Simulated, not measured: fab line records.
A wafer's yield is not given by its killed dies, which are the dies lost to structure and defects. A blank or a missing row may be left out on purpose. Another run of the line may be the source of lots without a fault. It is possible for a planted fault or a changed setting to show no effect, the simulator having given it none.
Struck lot and sound lot, side by side	flow n5_finfet	38 steps out of a route of 1938
Sound: wafers L122.2, L122.3, L122.6. Struck: wafer L114.5. (L114.2, L114.4 of the same lot were not struck and are left out.) The cause comes at the end.
For every step that has rows: the tool of each side, followed by ch and its chambers, followed by its first start. Under that, the readings that differ: sound wafers	struck wafers	difference of the means	sigmas: that difference in standard deviations of wafers without a fault.
alike: readings with means less than 2 such deviations apart, plus words and numbers identical on both sides. not compared: withheld readings, readings lacking a value on some wafer, bounds such as >300 that could conceal the same value, and numbers that have no deviation in the record and whose values overlap.
Wherever a step has rows on one side only, a row that says differs or no value, or a row with sigmas, the two part there. When numbers do not overlap yet have no deviation, they are printed without sigmas and do not part them. A reading missing from all wafers of one side parts the sides only when that side holds two or more wafers.

first, 10 steps without rows for these wafers: N5_MOL_CONTACT_COAG_DESCUM_88 (chemistry O2, time 7 s); N5_MOL_CONTACT_COAG_ETCH_89 (etches underlayer in N2/H2, target depth 13 nm, time 10.4 s); N5_MOL_CONTACT_COAG_ETCH_90 (etches SiARC in CF4, target depth 13 nm, time 21.7 s); N5_MOL_CONTACT_COAG_ALD_131 (deposits SiO2, target thk 5 nm, pulse time 1 s, co reactant pulse time 1 s); N5_MOL_CONTACT_COAG_ETCHBACK_132 (etches SiO2 in CHF3, target depth 10 nm, time 6.7 s); N5_MOL_CONTACT_COAG_ETCH_91 (etches SOC in N2/H2, target depth 60 nm, overetch 21 nm, time 101.2 s); N5_MOL_CONTACT_COAG_STRIP_92 (strips in N2/H2); N5_MOL_CONTACT_COAG_STRIP_93 (strips in N2/H2); N5_MOL_CONTACT_COAG_ETCHBACK_135 (etches SiO2 in CHF3, target depth 25 nm, time 16.7 s); N5_MOL_CONTACT_COAG_STRIP_118 (strips in CHF3).
N5_MOL_CONTACT_COAG_VIA_ETCH_46: etches SiO2 in C4F6/O2, target depth 46 nm, overetch 9.2 nm, time 40 s.
  sound on rie_diel-01 ch 0,1,2, day 10 12:20; struck on rie_diel-05 ch 1, day 8 11:49
reading	sound	struck	difference	sigmas
model.etch.depth_nm (nm)	45.33 45.61 45.91	44.1	-1.5	
model.SOC_of_MOL_CONTACT_COAG_COAT_75.thk_nm (nm)	50.6 50.4 50.2	52.2	+1.8	
  alike: O2_flow_sccm, drypump_motor_current_A, oes_f_703_au, oes_product_au, rf_fwd_power_W, rf_vpp_V, showerhead_plenum_p_Torr, throttle_valve_pct
  not compared: rf_hours_counter_h
then, 25 steps without rows for these wafers: N5_MOL_CONTACT_COAG_STRIP_96 (strips in N2/H2); N5_MOL_CONTACT_COAG_ETCH_47 (etches SiNx in CH3F/O2, stops on W, target depth 27 nm); N5_MOL_CONTACT_COAG_STRIP_119 (strips in N2/H2, time 30 s); N5_MOL_CONTACT_COAG_PRECLEAN_144 (cleans in alkaline clean, time 60 s); N5_MOL_CONTACT_COAG_SRD_145 (time 30 s); N5_MOL_CONTACT_COAG_COAT_62 (time 60 s, resist thk 60 nm); N5_MOL_CONTACT_COAG_COAT_63 (time 60 s, resist thk 10 nm); N5_MOL_CONTACT_COAG_COAT_64 (time 60 s, resist thk 10 nm); N5_MOL_CONTACT_COAG_COAT_34 (resist thk 40 nm); N5_MOL_CONTACT_COAG_EBR_36; N5_MOL_CONTACT_COAG_SOFTBAKE_35 (time 60 s); N5_MOL_CONTACT_COAG_EXPOSE_37 (exposes mask VD, defocus 0 nm); N5_MOL_CONTACT_COAG_PEB_38 (peb time 60 s); N5_MOL_CONTACT_COAG_DEVELOP_39 (develop time 30 s); N5_MOL_CONTACT_COAG_DESCUM_45 (chemistry O2, time 7 s); N5_MOL_CONTACT_COAG_ETCH_65 (etches underlayer in N2/H2, target depth 13 nm, time 10.4 s); N5_MOL_CONTACT_COAG_ETCH_66 (etches SiARC in CF4, target depth 13 nm, time 21.7 s); N5_MOL_CONTACT_COAG_ALD_133 (deposits SiO2, target thk 5 nm, pulse time 1 s, co reactant pulse time 1 s); N5_MOL_CONTACT_COAG_ETCHBACK_134 (etches SiO2 in CHF3, target depth 10 nm, time 6.7 s); N5_MOL_CONTACT_COAG_ETCH_67 (etches SOC in N2/H2, target depth 60 nm, overetch 21 nm, time 101.2 s); N5_MOL_CONTACT_COAG_STRIP_68 (strips in N2/H2); N5_MOL_CONTACT_COAG_STRIP_69 (strips in N2/H2); N5_MOL_CONTACT_COAG_ETCHBACK_136 (etches SiO2 in CHF3, target depth 25 nm, time 16.7 s); N5_MOL_CONTACT_COAG_STRIP_120 (strips in CHF3); N5_MOL_CONTACT_COAG_VIA_ETCH_117 (etches SiO2 in C4F6/O2, target depth 40 nm, overetch 8 nm, time 26 s).
-- here the record skips 3 days between the struck wafers' starts before and after, leaving off in module MOL_CONTACT_COAG and picking up in module BEOL_M4 (first step shown: number 1111 of the route) --
N5_BEOL_M4_RC_MEAS_101:
  sound on prober-01 ch 0, day 14 04:32; struck on prober-01 ch 0, day 11 10:16
  alike: DIBL_N, DIBL_P, IOFF_N, IOFF_P, ION_N, ION_P, SS_N, SS_P, VT_N, VT_P
-- record jumps: 4 days separate the struck wafers' starts on either side; left off in module BEOL_M4, taken up again in module PASSIVATION, whose first shown step is the route's number 1936 --
N5_PASSIVATION_PROBE_49:
  sound on prober-02, day 18 17:21; struck on prober-02, day 15 17:19
reading	sound	struck	difference	sigmas
defect_limited_yield (%)	92.8 90.3 91.1	63.4	-28.0	-20
killed_at_contacts	5 14 6	347	+339	+60
killed_dies	85 114 105	432	+331	+19
killed_on_rim	16 12 13	54	+40	+12
sort_bin_5_function (%)	4.3 6.3 5.4	33.3	+28.0	+31
sort_n_pass	1095 1066 1075	748	-331	-19
sort_yield_pct (%)	92.8 90.3 91.1	63.4	-28.0	-20
  alike: killed_at_M0_to_M3, killed_at_M4_up, killed_at_front_end, killed_at_other, killed_open, killed_short, sort_bin_6_memory

== WHERE THEY PART ==
N5_PASSIVATION_PROBE_49 only, going by this record.

WHY: whatever the simulator had introduced
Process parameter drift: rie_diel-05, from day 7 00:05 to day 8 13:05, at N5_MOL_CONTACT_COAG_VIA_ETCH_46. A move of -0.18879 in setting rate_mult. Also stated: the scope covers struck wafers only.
